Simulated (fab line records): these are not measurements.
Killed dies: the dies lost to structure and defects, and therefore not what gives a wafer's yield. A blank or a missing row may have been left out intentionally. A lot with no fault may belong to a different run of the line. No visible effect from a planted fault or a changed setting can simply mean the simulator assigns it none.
Struck lot and sound lot, side by side :: flow n5Finfet :: 36 out of 1938 route steps
Sound: these wafers, L594.2, L594.3, L594.5. Struck: wafer L614.4. (L614.1, L614.5 of the same lot were not struck and are left out.) The cause comes at the end.
Per side, at each step with rows, come the tool, then ch with its chambers, and then its first start. Under that, the readings that differ: sound wafers :: struck wafers :: difference of the means :: sigmas: that difference in standard deviations of wafers without a fault.
alike: readings whose means differ by less than 2 such deviations, and words and numbers that are the same on both sides. not compared: withheld readings, readings that some wafer has no value for, bounds like >300 that may hide the same value, and numbers for which the record gives no deviation and whose values overlap.
The two part at a step that has a row with sigmas, a row that says differs or no value, or rows on one side only. When numbers do not overlap yet have no deviation, they are printed without sigmas and do not part them. Lack of a reading on every wafer of one side parts them only where that side has two or more wafers.

first, 11 steps without rows for these wafers: N5_BEOL_M0_SPUTTER_132 (material Cu, target thk 4 nm, time 7.37 s); N5_BEOL_M0_ANNEAL_133 (time 60 s); N5_BEOL_M0_SPUTTER_134 (material Cu, target thk 4 nm, time 7.37 s); N5_BEOL_M0_ANNEAL_135 (time 60 s); N5_BEOL_M0_SPUTTER_141 (material Cu, target thk 4 nm, time 7.37 s); N5_BEOL_M0_ECD_118 (material Cu, target thk 300 nm); N5_BEOL_M0_ANNEAL_119 (time 90 s); N5_BEOL_M0_CMP_120 (polishes, stops on SiOC, t overpolish 6.9 s); N5_BEOL_M0_PRE_CLEAN_131 (time 15 s); N5_BEOL_M0_CO_CAP_123 (material Co, precursor CCTBA/H2, target thk 2 nm, time 102.1 s); N5_BEOL_M0_PRE_CLEAN_124 (time 15 s).
N5_BEOL_M0_DEP_125: deposits SiCN from 3MS/NH3, target thk 8 nm, time 14 s.
  sound on pecvd-01 ch 1,2, day 6 09:14; struck on pecvd-03 ch 2, day 11 13:07
reading: throttleValvePct (%)
sound: 10.4 9.8 10.3
struck: 8.5
difference: -1.7
sigmas: -3

reading: model.SiCN_of_BEOL_M0_DEP_125.thkNm (nm)
sound: 7.8 8 8.2
struck: 5.8
difference: -2.2
sigmas: 
  alike: showerheadPlenumPTorr
then, 22 steps without rows for these wafers: N5_BEOL_M1_ILD_DEP_00 (deposits SiOC from DEMS/O2, target thk 79 nm, time 15.3 s); N5_BEOL_M1_PECVD_72 (deposits SiO2 from TEOS/O2, target thk 16 nm, time 18 s); N5_BEOL_M1_HM_DEP_02 (deposits TiN, target thk 20 nm); N5_BEOL_M1_COAT_61 (time 60 s, resist thk 60 nm); N5_BEOL_M1_COAT_62 (time 60 s, resist thk 12 nm); N5_BEOL_M1_COAT_73 (time 60 s, resist thk 5 nm); N5_BEOL_M1_COAT_05 (resist thk 30 nm); N5_BEOL_M1_EBR_07; N5_BEOL_M1_SOFTBAKE_06 (time 60 s); N5_BEOL_M1_EXPOSE_08 (exposes mask M1); N5_BEOL_M1_PEB_09 (peb time 60 s); N5_BEOL_M1_DEVELOP_10 (develop time 30 s); N5_BEOL_M1_DESCUM_16 (chemistry O2, time 7 s); N5_BEOL_M1_ETCH_74 (etches underlayer in N2/H2, target depth 6.5 nm, time 5.2 s); N5_BEOL_M1_ETCH_63 (etches SiARC in CF4, target depth 15.6 nm, time 26 s); N5_BEOL_M1_ETCH_64 (etches SOC in N2/H2, target depth 75 nm, overetch 15 nm, time 112.5 s); N5_BEOL_M1_STRIP_65 (strips in N2/H2); N5_BEOL_M1_STRIP_75 (strips in N2/H2); N5_BEOL_M1_STRIP_66 (strips in CF4); N5_BEOL_M1_HM_OPEN_17 (chemistry Cl2/BCl3, target TiN, target depth 20 nm, overetch 6 nm); N5_BEOL_M1_STRIP_19 (strips in O2); N5_BEOL_M1_COAT_67 (time 60 s, resist thk 60 nm).
N5_BEOL_M1_CMP_52: polishes, stops on SiOC, t overpolish 6.8 s, target thk 40 nm.
  sound on cmp-02 ch 0,2,3, day 6 17:23; struck on cmp-01 ch 1, day 12 02:25
  alike: barrierFieldEndpointS, headPressurePsi, motorCurrentA, overpolishRunS, timeToEndpointS
  not compared: model.Cu_of_BEOL_M1_ECD_50.thkNm
N5_BEOL_M4_RC_MEAS_101:
  sound on prober-01 ch 0, day 7 22:20; struck on prober-02 ch 0, day 13 12:22
  alike: DIBL_N, DIBL_P, IOFF_N, IOFF_P, ION_N, ION_P, SS_N, SS_P, VT_N, VT_P

WHERE THEY PART
Within this record, at N5_BEOL_M0_DEP_125 only. Later steps at which nothing parts them and some readings are alike: N5_BEOL_M1_CMP_52, N5_BEOL_M4_RC_MEAS_101.

WHY: what had been put in by the simulator
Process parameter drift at N5_BEOL_M0_DEP_125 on pecvd-03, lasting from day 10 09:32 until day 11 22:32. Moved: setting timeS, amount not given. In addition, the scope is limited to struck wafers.
